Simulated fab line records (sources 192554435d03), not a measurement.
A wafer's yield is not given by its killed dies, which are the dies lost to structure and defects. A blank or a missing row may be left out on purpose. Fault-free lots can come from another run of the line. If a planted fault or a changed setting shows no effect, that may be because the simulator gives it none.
Chamber matching | flow n5 finfet | N5_BEOL_M10_ETCH_65 on rie diel-01: 4 sister chambers
The step etches SiARC in CF4, target depth 39 nm, time 65 s. 4 wafers are shown with their chamber, then 9 later ones without.

## WAFERS PAIRED WITH THEIR CHAMBERS
wafer  | chamber | drypump motor current A (A)
L091.3 | 1       | 6.4
L091.4 | 0       | 6.7
L093.5 | 3       | 5.5
L093.6 | 2       | 5.3

## WAFERS WHOSE CHAMBER IS MISSING
wafer  | drypump motor current A (A)
L096.2 | 6.4
L096.3 | 5.5
L096.4 | 5.3
L094.1 | 5.3
L094.4 | 6.8
L094.6 | 5.4
L097.1 | 6.4
L097.2 | 5.4
L097.6 | 5.3

## WHICH CHAMBER EACH ONE RAN IN
wafer  | from the rows above     | in truth
L096.2 | 1                       | 1
L096.3 | 3                       | 3
L096.4 | 2                       | 2
L094.1 | 2                       | 2
L094.4 | 0                       | 0
L094.6 | can't be placed: 3 or 2 | 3
L097.1 | 1                       | 1
L097.2 | can't be placed: 3 or 2 | 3
L097.6 | 2                       | 2
7 of 9 placed correctly. Unplaceable from these rows: 2, with the true chamber sitting among the candidates in 2. Placed wrongly: 0.
How it was worked out, from the rows above alone: a wafer's distance from a chamber is the root of the sum, over the readings, of the square of ((its reading less the chamber's mean) divided by the reading's scatter). If the next closest chamber is less than 2 further off than the closest, the wafer can't be placed; otherwise it belongs to the closest. For every chamber, the mean is computed from those of its wafers that are shown. The scatter: with one shown wafer a chamber, the root of the mean of the squares of how far each hidden wafer lies from its nearest shown one.
